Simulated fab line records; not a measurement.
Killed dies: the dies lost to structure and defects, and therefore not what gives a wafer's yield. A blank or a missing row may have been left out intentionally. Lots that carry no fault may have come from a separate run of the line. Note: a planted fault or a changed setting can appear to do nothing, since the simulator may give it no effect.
fab line records	flow n5-finfet
[record] lots = 7	wafers = 39
route steps=1938 shown ZERO_LAYER@4 FIN_SAQP@125 SD_EPI_N@279 HKMG_FIN@429 MOL_CONTACT_COAG@532
start-h: hours from the record's first day to the start of the lot's first wafer shown	wait-h: time in hours since the lot's previous step	" as in the row above	L1.1+2: several wafers, shown together as one row	- no value, or no start given	* or withheld: withheld	< > ~ a bound
route shown NAME@n: NAME is a module with steps in the file, n the number in the route of the first one	usual: the fault-free wafers' mean and standard deviation	same: alike in all rows	chamber/n: place in a boat	sites: readings site by site	_std_site: the values' standard deviation	_edge_site: mean of outer sites minus mean of inner sites	radius-mm: how far each site lies from the wafer's centre	mask NAME#n: copy n	behind: tool/chamber where the wafer was last shaped	hold: why the lot went on hold/how many hours it stayed there/how the hold came to an end	device: the transistor (n, p or np) that didn't switch	end of line: the tests these same wafers got at the end of their route	a step without rows: its recipe alone	killed: dies that structure and defects cost at the first sort, which is not the same as the wafer's yield	map: a wafer's dies, x killed, . not, _ none there
set.NAME: the run value of the setting; set.NAME@STEP: its run value at that earlier step	model.NAME: the simulator's own value behind a step, which no gauge read
lots whose settings were changed on purpose; a table a step, a row a wafer
[[steps]]
[step N5_ZERO_LAYER_PECVD_02]
[recipe] material = SiO2	target-thk-a = 100	temp-c = 400	precursor = SiH4/N2O	pressure-torr = 0.75	rf-w = 275	time-s = 6
lot.wafer	tool	chamber	start-h	wait-h	set.time-s	model.SiO2_of_ZERO_LAYER_PECVD_02.thk-nm
L077.1	pecvd-04	1	30.29	0.0	6	10.02
L077.2	"	2	"	"	6	10.01
L077.3	"	0	"	"	8.211	13.52
L077.4	"	0	"	"	8.211	13.58
L077.5	"	1	"	"	6	10.09
L077.6	"	2	"	"	8.211	13.93
L083.1	pecvd-03	1	66.28	0.0	6	9.865
L083.2	"	2	"	"	8.57	13.99
L083.3	"	0	"	"	6	9.815
L083.4	"	2	"	"	8.57	14.33
L083.5	"	1	"	"	6	10.12
L083.6	"	0	"	"	8.57	14.27
L086.1	pecvd-01	1	84.28	0.0	6	9.906
L086.2	"	2	"	"	6	9.727
L086.3	"	0	"	"	6	9.968
L086.4	"	2	"	"	6	9.814
L086.5	"	1	"	"	6	10.08
L086.6	"	0	"	"	6	10.12
L090.1	pecvd-03	2	108.29	0.0	4.594	7.498
L090.2	"	1	"	"	6	9.874
L090.3	"	0	"	"	4.594	7.527
L090.4	"	1	"	"	6	10.09
L090.5	"	0	"	"	4.594	7.592
L090.6	"	2	"	"	6	10.04
L092.1	pecvd-03	1	120.29	0.0	7.383	12.2
L092.2	"	0	"	"	6	9.9
L092.3	"	2	"	"	7.383	12.46
L092.4	"	0	"	"	6	10.2
L092.5	"	1	"	"	6	10.25
L092.6	"	2	"	"	7.383	12.43
L094.1	pecvd-04	0	132.28	0.0	6	9.864
L094.2	"	1	"	"	4.316	7.183
L094.3	"	2	"	"	4.316	7.319
L094.4	"	2	"	"	6	10.31
L094.5	"	1	"	"	4.316	7.413
L094.6	"	0	"	"	6	9.98
L096.3	pecvd-03	1	144.28	0.0	6	10.03
L096.4	"	0	"	"	6	10.29
L096.5	"	1	"	"	6	10.16
[step N5_FIN_SAQP_SPACER1_ALD_24]
[recipe] material = SiO2	target-thk-a = 203	temp-c = 300	ald-precursor-family = BDEAS	ald-co-reactant = O2-plasma	pulse-time-s = 1	purge-time-s = 2	co-reactant-purge-time-s = 2	ald-cycles = 218	pressure-torr = 2
lot.wafer	tool	chamber	start-h	wait-h	set.ald-cycles	model.SiO2_of_FIN_SAQP_SPACER1_ALD_24.thk-nm
L077.1+3+5	ald-sin-04	3,0,0	42.30	0.6	301	28
L077.2+4+6	"	1,2,1	"	"	218	20.4
L083.1+2	ald-sin-03	1,0	77.31	0.3	171	16
L083.3+5	"	2,0	"	"	218	20.4
L083.4	"	3	"	"	171	15.8
L083.6	"	1	"	"	218	20.2
L086.1+4	ald-sin-03	0,2	97.28	0.3	218	20.2
L086.2	"	3	"	"	218	20.4
L086.3+6	"	1,2	"	"	115	10.6
L086.5	"	1	"	"	115	10.8
L090.1+2+5	ald-sin-03	3,0,1	119.99	0.3	111	10.2
L090.3+4+6	"	1,2,2	"	"	218	20.2
L092.1+3+4+5+6	ald-sin-01	3,2,0,0,3	130.68	0.3	218	20.2
L092.2	"	1	"	"	218	20.4
L094.1+4+5	ald-sin-04	2,0,0	143.10	0.3	218	20.4
L094.2+3+6	"	1,3,3	"	"	152	14.2
L096.3	ald-sin-01	1	155.19	0.1	218	20.4
L096.4+5	"	2,3	"	"	218	20.2
[step N5_FIN_SAQP_SPACER1_ETCHBACK_25]
[recipe] chemistry = CHF3/O2	mode = anisotropic-etchback	target = SiO2	target-depth-a = 244	time-s = 12.2	pressure-mtorr = 30	source-w = 650	bias-w = 170	Ar_flow_sccm = 200	CHF3_flow_sccm = 50	O2_flow_sccm = 5	ion-energy-ev = 200
[step N5_FIN_SAQP_MANDREL1_REMOVE_56]
[recipe] chemistry = HBr/Cl2/O2	bt-time-s = 10	target = a-Si	stop-on = SiNx	endpoint = OES-SiCl	over-etch-frac = 1	icp-w = 600	bias-w = 22	HBr_flow_sccm = 150	Cl2_flow_sccm = 80	O2_flow_sccm = 5	pressure-mtorr = 10
lot.wafer	tool	chamber	start-h	wait-h	set.ald-cycles@FIN_SAQP_SPACER1_ALD_24	model.FIN_SAQP.cd-nm
L077.1+3+5	rie-si-02	1,0,3	43.10	0.1	301	28.2
L077.2+4+6	"	2,3,2	"	"	218	20.4
L083.1+4	rie-si-04	3	78.12	0.1	171	16
L083.2	"	2	"	"	171	15.8
L083.3+6	"	0,2	"	"	218	20.4
L083.5	"	0	"	"	218	20.2
L086.1+2+4	rie-si-04	3,2,0	98.09	0.1	218	20.2
L086.3+5	"	0,2	"	"	115	10.6
L086.6	"	3	"	"	115	10.8
L090.1+2+5	rie-si-02	3,1,1	120.80	0.1	111	10.4
L090.3+4	"	2,0	"	"	218	20.4
L090.6	"	0	"	"	218	20.2
L092.1+4+5	rie-si-05	0,2,1	131.49	0.1	218	20.2
L092.2	"	3	"	"	218	20.4
L092.3+6	"	1,2	"	"	218	20
L094.1+4+5	rie-si-05	2,0,0	143.91	0.1	218	20.2
L094.2	"	3	"	"	152	14.4
L094.3+6	"	1	"	"	152	14.2
L096.3+5	rie-si-05	1,2	155.99	0.1	218	20.2
L096.4	"	2	"	"	218	20
[step N5_FIN_SAQP_CD_MEAS_27]
[recipe] target-cd-nm = 20	landing-energy-ev = 1000	detector = se-inlens	polarity = line
[usual] cd-nm = 20.37/0.29
lot.wafer	tool	chamber	start-h	wait-h	set.ald-cycles@FIN_SAQP_SPACER1_ALD_24	cd-nm
L077.1	cd-sem-01	0	43.21	0.1	301	28.23
L077.2	"	0	"	"	218	20.73
L077.3	"	0	"	"	301	28.35
L077.4	"	0	"	"	218	20.63
L077.5	"	0	"	"	301	28.58
L077.6	"	0	"	"	218	20.27
L083.1	cd-sem-02	0	78.23	0.1	171	15.70
L083.2	"	0	"	"	171	15.81
L083.3	"	0	"	"	218	20.49
L083.4	"	0	"	"	171	15.94
L083.5	"	0	"	"	218	20.50
L083.6	"	0	"	"	218	20.63
L086.1	cd-sem-03	0	98.20	0.1	218	19.98
L086.2	"	0	"	"	218	20.17
L086.3	"	0	"	"	115	10.18
L086.4	"	0	"	"	218	20.27
L086.5	"	0	"	"	115	10.20
L086.6	"	0	"	"	115	10.80
L090.1	cd-sem-03	0	120.91	0.1	111	10.50
L090.2	"	0	"	"	111	10.51
L090.3	"	0	"	"	218	20.43
L090.4	"	0	"	"	218	20.26
L090.5	"	0	"	"	111	10.61
L090.6	"	0	"	"	218	20.84
L092.1	cd-sem-03	0	131.60	0.1	218	19.93
L092.2	"	0	"	"	218	20.17
L092.3	"	0	"	"	218	20.02
L092.4	"	0	"	"	218	20.05
L092.5	"	0	"	"	218	19.89
L092.6	"	0	"	"	218	20.33
L094.1	cd-sem-03	0	144.02	0.1	218	20.42
L094.2	"	0	"	"	152	14.67
L094.3	"	0	"	"	152	14.07
L094.4	"	0	"	"	218	20.43
L094.5	"	0	"	"	218	20.16
L094.6	"	0	"	"	152	14.29
L096.3	cd-sem-01	0	156.11	0.1	218	19.88
L096.4	"	0	"	"	218	19.96
L096.5	"	0	"	"	218	20.35
[step N5_SD_EPI_N_ETCH_16]
[recipe] chemistry = CHF3/O2	target = SiO2	target-depth-a = 50	mask-material = SOC	pressure-mtorr = 30	source-w = 650	bias-w = 170	Ar_flow_sccm = 200	CHF3_flow_sccm = 50	O2_flow_sccm = 5	ion-energy-ev = 200
lot.wafer	tool	chamber	start-h	wait-h	set.target-depth-a	model.etch.depth-nm
L077.1	rie-diel-02	3	68.76	0.1	50	4.918
L077.2	"	1	"	"	50	4.892
L077.3	"	0	"	"	34.67	3.493
L077.4	"	2	"	"	34.67	3.471
L077.5	"	3	"	"	34.67	3.396
L077.6	"	2	"	"	50	5.038
L083.1	rie-diel-01	1	103.39	0.1	50	4.931
L083.2	"	0	"	"	31.11	3.175
L083.3	"	2	"	"	31.11	3.068
L083.4	"	0	"	"	50	5.104
L083.5	"	1	"	"	31.11	3.112
L083.6	"	2	"	"	50	4.914
L086.1	rie-diel-01	3	125.26	0.1	63.11	6.549
L086.2+5	"	0	"	"	50	5.092
L086.3	"	1	"	"	63.11	6.243
L086.4	"	2	"	"	50	4.986
L086.6	"	1	"	"	63.11	6.194
L090.1	rie-diel-06	0	145.75	0.1	68.99	7.121
L090.2	"	2	"	"	50	5.008
L090.3	"	1	"	"	50	4.969
L090.4	"	3	"	"	50	4.872
L090.5	"	0	"	"	68.99	7.125
L090.6	"	1	"	"	68.99	6.887
L092.1	rie-diel-02	0	156.00	0.1	50	5.024
L092.2	"	3	"	"	50	4.96
L092.3	"	1	"	"	39.48	3.869
L092.4	"	2	"	"	39.48	4.035
L092.5	"	0	"	"	39.48	3.94
L092.6	"	1	"	"	50	4.934
L094.1	rie-diel-06	0	168.86	0.1	50	5.137
L094.2	"	3	"	"	50	4.885
L094.3	"	2	"	"	40.04	4.022
L094.4	"	1	"	"	40.04	3.977
L094.5	"	0	"	"	50	5.135
L094.6	"	3	"	"	40.04	3.917
L096.3	rie-diel-06	2	182.35	0.1	50	5.066
L096.4	"	1	"	"	50	4.961
L096.5	"	0	"	"	50	5.183
[step N5_HKMG_FIN_DEVELOP_11]
[recipe] develop-time-s = 30	developer = TMAH	resist = CAR-ArF	dev-temp-c = 23	rinse-liquid = diw	dry = air-spin
lot.wafer	tool	chamber	start-h	wait-h	set.develop-time-s
L077.1+4+5	litho-track-05	0	-	-	44.66
L077.2+3+6	"	0	"	"	30
L083.1+5+6	litho-track-05	0	-	-	30
L083.2+3+4	"	0	"	"	44.96
L086.1+3+5	litho-track-02	0	-	-	30
L086.2+4+6	"	0	"	"	43.95
L090.1+2+3+4+5+6	litho-track-05	0	-	-	30
L092.1+4+5	litho-track-03	0	-	-	19.69
L092.2+3+6	"	0	"	"	30
L094.1+2+3+4+5+6	litho-track-02	0	-	-	30
L096.3+4+5	litho-track-03	0	-	-	30
[step N5_HKMG_FIN_CD_MEAS_12]
[recipe] target-cd-nm = 92.8	landing-energy-ev = 500	detector = se-inlens
[usual] cd-nm = 92.6/0.56
lot.wafer	tool	chamber	start-h	wait-h	set.develop-time-s@HKMG_FIN_DEVELOP_11	cd-nm
L077.1	cd-sem-02	0	93.89	-	44.66	94.0
L077.2	"	0	"	"	30	92.9
L077.3	"	0	"	"	30	92.2
L077.4	"	0	"	"	44.66	94.0
L077.5	"	0	"	"	44.66	93.7
L077.6	"	0	"	"	30	91.9
L083.1	cd-sem-02	0	128.96	-	30	92.1
L083.2	"	0	"	"	44.96	94.7
L083.3	"	0	"	"	44.96	94.6
L083.4	"	0	"	"	44.96	94.7
L083.5	"	0	"	"	30	92.7
L083.6	"	0	"	"	30	92.9
L086.1	cd-sem-02	0	152.27	-	30	93.2
L086.2	"	0	"	"	43.95	94.7
L086.3	"	0	"	"	30	93.0
L086.4	"	0	"	"	43.95	95.2
L086.5	"	0	"	"	30	92.4
L086.6	"	0	"	"	43.95	94.6
L090.1	cd-sem-03	0	170.62	-	30	92.6
L090.2	"	0	"	"	30	92.5
L090.3	"	0	"	"	30	92.0
L090.4	"	0	"	"	30	92.4
L090.5	"	0	"	"	30	92.4
L090.6	"	0	"	"	30	92.3
L092.1	cd-sem-02	0	180.56	-	19.69	90.1
L092.2	"	0	"	"	30	92.6
L092.3	"	0	"	"	30	92.7
L092.4	"	0	"	"	19.69	89.8
L092.5	"	0	"	"	19.69	90.7
L092.6	"	0	"	"	30	93.7
L094.1	cd-sem-02	0	193.88	-	30	92.0
L094.2	"	0	"	"	30	92.0
L094.3	"	0	"	"	30	91.5
L094.4	"	0	"	"	30	93.0
L094.5	"	0	"	"	30	92.2
L094.6	"	0	"	"	30	92.0
L096.3	cd-sem-03	0	209.21	-	30	92.1
L096.4	"	0	"	"	30	92.2
L096.5	"	0	"	"	30	91.6
[step N5_MOL_CONTACT_COAG_ETCH_106]
[recipe] chemistry = N2/H2	target = SOC	target-depth-a = 800	overetch-a = 160	mask-material = SiARC	temp-c = 40	time-s = 120	ion-energy-ev = 200	pressure-mtorr = 30	source-w = 840	bias-w = 150	n2-flow-sccm = 200	h2-flow-sccm = 200
lot.wafer	tool	chamber	start-h	wait-h	set.target-depth-a	model.etch.depth-nm	model.SiARC_of_MOL_CONTACT_COAG_COAT_104.thk-nm	model.MOL_CONTACT_COAG.cd-offset-nm
L077.1	rie-diel-06	1	108.25	0.0	621.1	75.55	7.6	-0.8
L077.2	"	3	"	"	621.1	77.5	7.4	-0.2
L077.3	"	2	"	"	800	79.94	6.2	0
L077.4	"	1	"	"	621.1	75.65	7.6	-0.8
L077.5	"	3	"	"	800	80.15	6.2	0.2
L077.6	"	2	"	"	800	80.26	6.2	0
L083.1	rie-diel-01	0	141.55	0.0	800	79.78	6.4	0.2
L083.2	"	2	"	"	612.4	75.39	7.6	-0.4
L083.3	"	1	"	"	800	80.04	6.4	0.2
L083.4	"	3	"	"	800	79.73	6.2	0.2
L083.5	"	2	"	"	612.4	74.89	7.6	-0.2
L083.6	"	1	"	"	612.4	75.5	7.4	-0.6
L086.1	rie-diel-01	1	165.57	0.0	800	80.1	6.4	0
L086.2	"	2	"	"	800	80.1	6.4	0.2
L086.3	"	3	"	"	540.5	72.2	7.8	-0.4
L086.4	"	0	"	"	540.5	70.76	8	-0.4
L086.5	"	1	"	"	540.5	68.75	8	-0.6
L086.6	"	2	"	"	800	80.12	6.4	0.2
L090.1	rie-diel-01	0	182.86	0.0	1125	80.25	4.4	0.8
L090.2	"	3	"	"	800	80.01	6.2	0
L090.3	"	2	"	"	1125	80.16	4.6	0.8
L090.4	"	0	"	"	1125	80.21	4.4	0.8
L090.5	"	3	"	"	800	80.02	6.2	0
L090.6	"	2	"	"	800	80.26	6.4	-0.2
L092.1	rie-diel-02	1	193.28	0.0	800	79.57	6.6	-0.2
L092.2	"	2	"	"	800	79.78	6.2	-0.4
L092.3	"	0	"	"	388.1	54.2	8.8	-1.2
L092.4	"	3	"	"	388.1	53.64	8.8	-1
L092.5	"	3	"	"	800	79.78	6.6	-0.2
L092.6	"	0	"	"	388.1	54.11	8.8	-1
L094.1	rie-diel-06	2	206.17	0.0	800	80.02	6.2	0
L094.2	"	1	"	"	800	80.4	6.4	-0.2
L094.3	"	0	"	"	800	80.47	6	0
L094.4	"	3	"	"	800	80.37	6.4	0.2
L094.5	"	0	"	"	800	80.25	6	0
L094.6	"	3	"	"	800	80.53	6.4	0
L096.3	rie-diel-06	0	221.60	0.0	800	79.87	6.2	-0.2
L096.4	"	2	"	"	800	80.01	6.4	0
L096.5	"	3	"	"	800	79.95	6.4	0
[step N5_MOL_CONTACT_COAG_STRIP_107]
[recipe] chemistry = N2/H2	temp-c = 40	n2-flow-sccm = 200	h2-flow-sccm = 200	rf-frequency-hz = 6e+07
[step N5_MOL_CONTACT_COAG_STRIP_108]
[recipe] chemistry = N2/H2	temp-c = 40	n2-flow-sccm = 200	h2-flow-sccm = 200	rf-frequency-hz = 6e+07
[step N5_MOL_CONTACT_COAG_CONTACT_ETCH_14]
[recipe] chemistry = C4F6/O2	target = SiO2	target-depth-a = 275	overetch-a = 85	mask-material = SOC	pressure-mtorr = 30	source-w = 370	bias-w = 185	Ar_flow_sccm = 300	C4F6_flow_sccm = 16	O2_flow_sccm = 10	time-s = 20	ion-energy-ev = 259.6
[step N5_MOL_CONTACT_COAG_STRIP_109]
[recipe] chemistry = C4F6/O2	resist = SiARC	rf-frequency-hz = 6e+07
[step N5_MOL_CONTACT_COAG_ETCH_15]
[recipe] chemistry = CH3F/O2	target = SiNx	target-depth-a = 70	mask-material = SOC	stop-on = Si:P	over-etch-frac = 0.75	ion-energy-ev = 120	pressure-mtorr = 30	source-w = 395	bias-w = 73	Ar_flow_sccm = 150	CH3F_flow_sccm = 30	O2_flow_sccm = 20
lot.wafer	tool	chamber	start-h	wait-h	set.target-depth-a@MOL_CONTACT_COAG_ETCH_106	model.MOL_CONTACT_COAG.cd-offset-nm
L077.1	rie-diel-06	1	108.39	0.0	621.1	-0.6
L077.2	"	3	"	"	621.1	-0.4
L077.3+6	"	2	"	"	800	-0.2
L077.4	"	1	"	"	621.1	-0.8
L077.5	"	3	"	"	800	0
L083.1	rie-diel-01	0	141.68	0.0	800	0
L083.2+5	"	2	"	"	612.4	-0.2
L083.3+4	"	1,3	"	"	800	0.2
L083.6	"	1	"	"	612.4	-0.6
L086.1	rie-diel-01	1	165.71	0.0	800	-0.2
L086.2+6	"	2	"	"	800	0.2
L086.3	"	3	"	"	540.5	-0.4
L086.4+5	"	0,1	"	"	540.5	-0.6
L090.1+4	rie-diel-01	0	183.00	0.0	1125	0.8
L090.2	"	3	"	"	800	0.2
L090.3	"	2	"	"	1125	1
L090.5+6	"	3,2	"	"	800	0
L092.1	rie-diel-02	1	193.42	0.0	800	-0.4
L092.2	"	2	"	"	800	-0.6
L092.3	"	0	"	"	388.1	-1.2
L092.4+6	"	3,0	"	"	388.1	-1
L092.5	"	3	"	"	800	0
L094.1+3+4+5	rie-diel-06	2,0,3,0	206.31	0.0	800	0
L094.2+6	"	1,3	"	"	800	-0.2
L096.3+4	rie-diel-06	0,2	221.74	0.0	800	0
L096.5	"	3	"	"	800	-0.2
[step N5_MOL_CONTACT_COAG_ETCH_110]
[recipe] chemistry = CF4/O2	target = Si	target-depth-a = 25	time-s = 8	pressure-mtorr = 100	source-w = 200	bias-w = 12	ion-energy-ev = 60	Ar_flow_sccm = 100	cf4-flow-sccm = 100	O2_flow_sccm = 10
lot.wafer	tool	chamber	start-h	wait-h	set.target-depth-a@MOL_CONTACT_COAG_ETCH_106	model.MOL_CONTACT_COAG.cd-offset-nm
L077.1+4	rie-diel-06	1	108.45	0.0	621.1	-0.8
L077.2	"	3	"	"	621.1	-0.6
L077.3+6	"	2	"	"	800	-0.2
L077.5	"	3	"	"	800	0
L083.1	rie-diel-01	0	141.74	0.0	800	0
L083.2+5	"	2	"	"	612.4	-0.2
L083.3+4	"	1,3	"	"	800	0.2
L083.6	"	1	"	"	612.4	-0.6
L086.1	rie-diel-01	1	165.77	0.0	800	-0.2
L086.2	"	2	"	"	800	0.2
L086.3	"	3	"	"	540.5	-0.4
L086.4+5	"	0,1	"	"	540.5	-0.6
L086.6	"	2	"	"	800	0.4
L090.1+4	rie-diel-01	0	183.06	0.0	1125	0.6
L090.2	"	3	"	"	800	0.2
L090.3	"	2	"	"	1125	0.8
L090.5	"	3	"	"	800	0
L090.6	"	2	"	"	800	-0.2
L092.1	rie-diel-02	1	193.48	0.0	800	-0.2
L092.2	"	2	"	"	800	-0.6
L092.3	"	0	"	"	388.1	-1.2
L092.4+6	"	3,0	"	"	388.1	-1
L092.5	"	3	"	"	800	0
L094.1+2+6	rie-diel-06	2,1,3	206.37	0.0	800	-0.2
L094.3+4+5	"	0,3,0	"	"	800	0
L096.3	rie-diel-06	0	221.80	0.0	800	0
L096.4+5	"	2,3	"	"	800	-0.4
[[key]]
[split] step = N5_ZERO_LAYER_PECVD_02	setting = time-s	stated = 6	by = wafer
[response] step = N5_ZERO_LAYER_PECVD_02	reading = model.SiO2_of_ZERO_LAYER_PECVD_02.thk-nm	change = +0.0994	per = 1%	r = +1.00
[split] step = N5_FIN_SAQP_SPACER1_ALD_24	setting = ald-cycles	stated = 218	by = wafer
[response] step = N5_FIN_SAQP_SPACER1_ALD_24	reading = model.SiO2_of_FIN_SAQP_SPACER1_ALD_24.thk-nm	change = +0.203	per = 1%	r = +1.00
[response] step = N5_FIN_SAQP_MANDREL1_REMOVE_56	reading = model.FIN_SAQP.cd-nm	change = +0.202	per = 1%	r = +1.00
[response] step = N5_FIN_SAQP_CD_MEAS_27	reading = cd-nm	change = +0.205	per = 1%	r = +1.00
[split] step = N5_SD_EPI_N_ETCH_16	setting = target-depth-a	stated = 50	by = wafer
[response] step = N5_SD_EPI_N_ETCH_16	reading = model.etch.depth-nm	change = +0.051	per = 1%	r = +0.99
[split] step = N5_HKMG_FIN_DEVELOP_11	setting = develop-time-s	stated = 30	by = wafer
[response] step = N5_HKMG_FIN_CD_MEAS_12	reading = cd-nm	change = +0.0449	per = 1%	r = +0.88
[split] step = N5_MOL_CONTACT_COAG_ETCH_106	setting = target-depth-a	stated = 800	by = wafer
[response] step = N5_MOL_CONTACT_COAG_ETCH_106	reading = model.etch.depth-nm	shape = bent	at-lowest = 53.98	at-stated = 80.06	at-highest = 80.21
[response] step = N5_MOL_CONTACT_COAG_ETCH_106	reading = model.SiARC_of_MOL_CONTACT_COAG_COAT_104.thk-nm	change = -0.047	per = 1%	r = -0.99
[response] step = N5_MOL_CONTACT_COAG_ETCH_106	reading = model.MOL_CONTACT_COAG.cd-offset-nm	change = +0.0195	per = 1%	r = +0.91
[response] step = N5_MOL_CONTACT_COAG_ETCH_15	reading = model.MOL_CONTACT_COAG.cd-offset-nm	change = +0.0173	per = 1%	r = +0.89
[response] step = N5_MOL_CONTACT_COAG_ETCH_110	reading = model.MOL_CONTACT_COAG.cd-offset-nm	change = +0.0178	per = 1%	r = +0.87
